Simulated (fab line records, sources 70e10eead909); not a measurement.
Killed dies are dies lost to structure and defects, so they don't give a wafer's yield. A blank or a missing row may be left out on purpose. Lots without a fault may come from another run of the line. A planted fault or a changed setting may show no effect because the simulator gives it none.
Which tool did it? | flow nand_harc | 12 lots, 36 wafers sampled, at 7 steps of a route of 1302

WHAT THE GAUGES READ, wafer by wafer
NHARC_P_STI_OCD_MEAS_17.
lot  | measured     | on     | trench_depth_nm (nm) | trench_foot_cd_nm (nm)
L999 | day 2 23:35  | ocd-02 | 304 304 298          | 158 156 162
L100 | day 3 08:26  | ocd-02 | 306 295 286          | 152 157 162
L103 | day 4 14:04  | ocd-02 | 297 293 307          | 158 157 158
L105 | day 5 09:01  | ocd-02 | 297 309 296          | 160 162 167
L107 | day 6 03:53  | ocd-02 | 291 305 297          | 158 154 156
L108 | day 6 16:35  | ocd-01 | 293 302 292          | 155 153 156
L112 | day 8 11:30  | ocd-01 | 305 300 303          | 156 155 155
L116 | day 9 21:42  | ocd-01 | 298 298 297          | 163 166 163
L117 | day 10 10:23 | ocd-01 | 295 300 298          | 154 154 156
L118 | day 10 20:57 | ocd-01 | 310 309 295          | 152 156 153
L119 | day 11 06:06 | ocd-01 | 300 300 298          | 157 156 157
L120 | day 11 13:53 | ocd-01 | 311 310 293          | 161 161 165

NHARC_P_STI_INSPECT_25.
lot  | measured     | on                | raw_defect_count
L999 | day 4 02:32  | defect_inspect-02 | 213 183 225
L100 | day 4 10:36  | defect_inspect-02 | 236 212 124
L103 | day 5 15:58  | defect_inspect-01 | 113 66 117
L105 | day 6 11:44  | defect_inspect-01 | 166 238 282
L107 | day 7 09:46  | defect_inspect-02 | 1159 156 182
L108 | day 7 20:32  | defect_inspect-01 | 153 1127 242
L112 | day 10 00:25 | defect_inspect-02 | 85 151 113
L116 | day 11 02:16 | defect_inspect-02 | 260 223 413
L117 | day 11 18:41 | defect_inspect-02 | 162 199 189
L118 | day 11 23:41 | defect_inspect-01 | 218 355 390
L119 | day 12 09:46 | defect_inspect-02 | 322 205 230
L120 | day 12 17:56 | defect_inspect-01 | 168 158 258

NHARC_P_GATE_INSPECT_28.
lot  | measured     | on                | raw_defect_count
L999 | day 5 04:18  | defect_inspect-02 | 13 9 15
L100 | day 5 10:16  | defect_inspect-01 | 9 8 6
L103 | day 6 17:22  | defect_inspect-02 | 11 2 8
L105 | day 7 11:47  | defect_inspect-02 | 6 4 4
L107 | day 8 12:29  | defect_inspect-02 | 975 5 4
L108 | day 8 23:53  | defect_inspect-02 | 16 992 5
L112 | day 10 23:22 | defect_inspect-02 | 3 5 2
L116 | day 12 00:52 | defect_inspect-02 | 2 9 6
L117 | day 12 17:02 | defect_inspect-01 | 3 6 2
L118 | day 13 01:44 | defect_inspect-02 | 5 1 4
L119 | day 13 12:31 | defect_inspect-02 | 9 8 9
L120 | day 13 18:54 | defect_inspect-02 | 3 4 1

NHARC_END_SORT_01.
lot  | measured     | on        | killed_at_array | killed_at_other | killed_at_periphery | killed_dies | killed_open | killed_short
L107 | day 27 23:22 | prober-02 | 29 40 41        | 2 1 0           | 89 6 5              | 120 47 46   | 4 1 3       | 2 3 1
L108 | day 28 12:00 | prober-02 | 95 94 82        | 2 2 0           | 1 82 1              | 98 178 83   | 2 2 3       | 3 3 3

WHICH TOOL RAN EACH LOT (tool, then ch and the chambers of the sampled wafers, then the start)
lot  | NHARC_P_STI_ETCH_42                | NHARC_P_STI_CMP_21            | NHARC_P_STI_ETCH_36
L999 | rie_diel-13 ch 1,2, day 2 23:09    | cmp-02 ch 0,1, day 3 18:08    | wet_bench-06 ch 3,6,7, day 3 18:28
L100 | rie_diel-13 ch 1,2, day 3 07:57    | cmp-01 ch 0,2,3, day 4 02:21  | wet_bench-01 ch 2,4,6, day 4 02:39
L103 | rie_diel-10 ch 0,1,2, day 4 13:38  | cmp-03 ch 0,1,3, day 5 08:20  | wet_bench-06 ch 1,2,6, day 5 08:37
L105 | rie_diel-10 ch 0,1, day 5 08:35    | cmp-03 ch 0,3, day 6 03:14    | wet_bench-06 ch 2,4,6, day 6 03:34
L107 | rie_diel-10 ch 0,1, day 6 03:00    | cmp-03 ch 1,2,3, day 7 00:43  | wet_bench-06 ch 1,2,4, day 7 01:01
L108 | rie_diel-05 ch 2,3, day 6 16:08    | cmp-02 ch 0,1, day 7 09:28    | wet_bench-06 ch 0,3,4, day 7 09:47
L112 | rie_diel-13 ch 0,1, day 8 11:02    | cmp-02 ch 0,2,3, day 9 15:52  | wet_bench-01 ch 0,1,6, day 9 16:08
L116 | rie_diel-05 ch 0,1,3, day 9 21:16  | cmp-01 ch 0,2,3, day 10 18:30 | wet_bench-01 ch 0,1,4, day 10 18:49
L117 | rie_diel-05 ch 0,1,2, day 10 09:57 | cmp-01 ch 0,3, day 11 10:11   | wet_bench-06 ch 2,3,6, day 11 10:31
L118 | rie_diel-13 ch 0,1,3, day 10 20:31 | cmp-03 ch 0,1,2, day 11 15:48 | wet_bench-01 ch 1,3,5, day 11 16:05
L119 | rie_diel-13 ch 1,2, day 11 05:40   | cmp-01 ch 0,3, day 12 00:13   | wet_bench-02 ch 2,4,6, day 12 00:33
L120 | rie_diel-05 ch 0,1,3, day 11 13:27 | cmp-01 ch 0,2, day 12 10:11   | wet_bench-02 ch 2,3,7, day 12 10:31
- NHARC_P_STI_ETCH_42: etches the open film in N2/H2, target depth 80 nm, overetch 24 nm, time 61 s.
- NHARC_P_STI_CMP_21: polishes, t overpolish 20 s, target thk 380.67 nm.
- NHARC_P_STI_ETCH_36: etches SiO2 in dHF, target depth 38.8 nm.

WHAT THE TOOLS THEMSELVES READ (means of the sampled wafers that have a number; where no wafer has one, the mark that the record gives instead)
NHARC_P_STI_ETCH_42.
lot  | tool        | drypump_motor_current_A (A) | oes_product_au (a.u.) | rf_vpp_V (V) | showerhead_plenum_p_Torr (Torr) | throttle_valve_pct (%)
L999 | rie_diel-13 | 4.9                         | 0.983                 | 433.3        | 2.14                            | 14.170
L100 | rie_diel-13 | 5.0                         | 0.980                 | 432.6        | 2.14                            | 14.175
L103 | rie_diel-10 | 5.6                         | 1.009                 | 428.5        | 1.98                            | 14.170
L105 | rie_diel-10 | 5.8                         | 1.013                 | 429.4        | 1.98                            | 14.185
L107 | rie_diel-10 | 5.8                         | 1.010                 | 429.3        | 1.98                            | 14.162
L108 | rie_diel-05 | 5.8                         | 1.004                 | 430.1        | 2.04                            | 14.173
L112 | rie_diel-13 | 4.9                         | 0.996                 | 431.1        | 2.05                            | 14.178
L116 | rie_diel-05 | 5.6                         | 0.994                 | 430.4        | 2.05                            | 14.170
L117 | rie_diel-05 | 5.7                         | 0.992                 | 429.6        | 2.01                            | 14.176
L118 | rie_diel-13 | 5.3                         | 0.985                 | 430.7        | 2.03                            | 14.173
L119 | rie_diel-13 | 5.0                         | 1.005                 | 434.2        | 2.15                            | 14.171
L120 | rie_diel-05 | 5.5                         | 1.000                 | 430.7        | 2.05                            | 14.168

NHARC_P_STI_CMP_21.
lot  | tool   | motor_current_A (A) | overpolish_run_s (s) | pad_life_wafers
L999 | cmp-02 | 12.8                | 19.992               | 84
L100 | cmp-01 | 11.7                | 19.998               | 104
L103 | cmp-03 | 11.4                | 20.008               | 122
L105 | cmp-03 | 11.2                | 19.993               | 186
L107 | cmp-03 | 11.2                | 19.990               | 296
L108 | cmp-02 | 13.8                | 20.007               | 38
L112 | cmp-02 | 13.3                | 19.992               | 200
L116 | cmp-01 | 12.0                | 19.995               | 332
L117 | cmp-01 | 12.0                | 19.997               | 42
L118 | cmp-03 | 10.8                | 19.999               | 410
L119 | cmp-01 | 11.9                | 19.994               | 96
L120 | cmp-01 | 11.1                | 20.002               | 151

THE ANSWER, worked out from the rows above alone
Rule: what is usual is taken from the lots themselves. Put in order of their means at a reading, lots are off if they are a third of the lots or fewer, leave a main group of 4 or more, and stand apart from it by a gap of 3 or more times the standard deviation of the main group's means; of several such gaps the widest counts. A main group whose means are all the same, to the digits that the tables above print for the reading, isn't used. A lot without any number at a reading at which 4 lots or more have one is off too. The other lots that the step has rows for count as sound. The gauges are gone through in route order, then the tools' own readings, and for those a lot's mean is taken as printed above. The first step at which some lot is off is used, and at that step the reading that is off furthest; a lot without a number counts as furthest.
Off: L107, L108, at NHARC_P_GATE_INSPECT_28 (raw_defect_count). The main group: mean 5.9, standard deviation 2.9.
A tool fits if, at a process step before that reading, it ran every lot that is off, and no sound lot after the first of them. The gauges at NHARC_P_GATE_INSPECT_28 are tried like those tools. None of those tried fits.

WHAT THE SIMULATOR HAD PUT IN
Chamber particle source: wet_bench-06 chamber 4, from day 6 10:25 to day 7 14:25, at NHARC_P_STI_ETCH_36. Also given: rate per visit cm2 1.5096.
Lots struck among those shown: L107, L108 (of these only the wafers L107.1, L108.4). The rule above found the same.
